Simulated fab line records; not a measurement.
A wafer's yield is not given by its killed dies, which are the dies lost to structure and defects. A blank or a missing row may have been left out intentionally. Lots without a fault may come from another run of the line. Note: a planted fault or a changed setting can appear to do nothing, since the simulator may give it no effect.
Problem report in the 8D (eight disciplines) form, filled by code ; flow n5-finfet ; the parts of the form that need people (team, actions taken, sign-off) are left out

== 1. THE PROBLEM ==
M13_THK at N5_BEOL_M13_THK_MEAS_50 reads a mean of 787 nm on 1 wafer of 1 lot; wafers without a fault read 420 nm with a standard deviation of 7.1. That is +52 standard deviations from the usual mean.
The step: measures by xrf.
Earliest sighting: wafer L687.5 on film-metro-01 at day 18 16:25. The record holds 26 wafers of 9 lots with a number at this step. Rule for "out", or "out of limits": more than 4 standard deviations from the usual mean. Any other wafer with a number is counted as sound.

== 2. WHAT THIS IS AND IS NOT ==
question;is;is not
which readings at this step;M13_THK;-
which lots;L687;L668, L673, L674, L675, L676, L677, L688, L690
which wafers of those lots;L687.5;L687.1
read on which gauges;film-metro-01;film-metro-02
when;from day 18 16:25;"up to then (19 sound wafers); but 6 sound wafers of L688, L690 came after"

== 3. WHAT RULES OUT EACH SUSPECT ==
Counting: any tool at a process step up to the reading remains a suspect provided it ran every lot that is out. Sound lots after the first of them don't rule it out here, since some wafers of a struck lot are sound.
- ruled out: the gauge at N5_BEOL_M13_THK_MEAS_50. All the wafers that are out were read on film-metro-01, but those of them that N5_BEOL_M13_CMP_49 has rows for are out there too, on other tools.
- plasma-asher-01 at N5_BEOL_M13_STRIP_37 (strips in N2/H2): kept. The lot that is out, L687, ran on it at day 18 12:57; the last sound lot it ran before that was L677, at day 16 22:00.
- pvd-sputter-02 at N5_BEOL_M13_PRE_CLEAN_42 (time 30 s): kept. The lot that is out, L687, ran on it at day 18 15:20; the last sound lot it ran before that was L677, at day 17 00:56.
- cmp-02 at N5_BEOL_M13_CMP_49 (polishes, stops on SiOC, t overpolish 17.1 s, target thk 420 nm): kept. The lot that is out, L687, ran on it at day 18 16:11; the last sound lot it ran before that was L677, at day 17 01:43. Out on those wafers are its own readings of barrier-field-endpoint-s, overpolish-run-s.
- The sound lot-mates ran in chamber 3 of cmp-02 at N5_BEOL_M13_CMP_49, but the wafers that are out ran in chamber 1.
Left after counting: plasma-asher-01 at N5_BEOL_M13_STRIP_37, pvd-sputter-02 at N5_BEOL_M13_PRE_CLEAN_42, cmp-02 at N5_BEOL_M13_CMP_49.

== 4. THE CAUSE (what the simulator had put in) ==
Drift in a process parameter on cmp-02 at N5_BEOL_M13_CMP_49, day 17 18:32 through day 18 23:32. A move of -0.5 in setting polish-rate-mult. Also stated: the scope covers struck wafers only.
This tool is one of the 3 suspects left after counting.

== 5. SEQUENCE OF EFFECTS, ordered by route ==
Each row: a reading where the mean over the struck wafers with a number is more than 3 standard deviations away from the usual. Only readings whose record carries a usual standard deviation are examined. hours: median over the lots of the time between each lot's start at the first step of this table that gives one and its start at this step. sigmas: the change, counted in usual standard deviations.
hours;step;reading;usual;on struck wafers;change;sigmas
0;N5_BEOL_M13_CMP_49;barrier-field-endpoint-s;30.4 s;61.6;+31.2;+44
0;N5_BEOL_M13_CMP_49;overpolish-run-s;17.099 s;0.042;-17.057;-99 or more
0;N5_BEOL_M13_THK_MEAS_50;M13_THK;420 nm;787;+367;+52
0;N5_BEOL_M13_INSPECT_55;raw-defect-count;64;3069;+3005;+99 or more
26;N5_PASSIVATION_PROBE_49;defect-limited-yield;91.4 %;0.0;-91.4;-76
26;N5_PASSIVATION_PROBE_49;killed_at_M4_up;14;1090;+1076;+99 or more
26;N5_PASSIVATION_PROBE_49;killed-dies;102;1180;+1078;+77
26;N5_PASSIVATION_PROBE_49;killed-on-rim;13;152;+139;+39
26;N5_PASSIVATION_PROBE_49;sort-n-pass;1078;0;-1078;-77
26;N5_PASSIVATION_PROBE_49;sort-yield-pct;91.4 %;0.0;-91.4;-76
Process steps it contains:
- N5_BEOL_M13_CMP_49: polishes, stops on SiOC, t overpolish 17.1 s, target thk 420 nm.
- N5_PASSIVATION_PROBE_49

== 6. WHAT WOULD HAVE CAUGHT IT SOONER ==
Counted from the fault's start at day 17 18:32, it took 22 hours until the first out-of-limits reading at a measuring or inspecting step in this record, taken at day 18 16:25.
Tool's own readings at N5_BEOL_M13_CMP_49, barrier-field-endpoint-s, overpolish-run-s: out on all struck wafers the step has rows for; an alarm limit on them would have tripped on the first.
By day 18 16:25 the whole set of lots that are out, 1 in number, had already begun N5_BEOL_M13_CMP_49 on cmp-02. Holding the tool at that point would not have protected any of them.
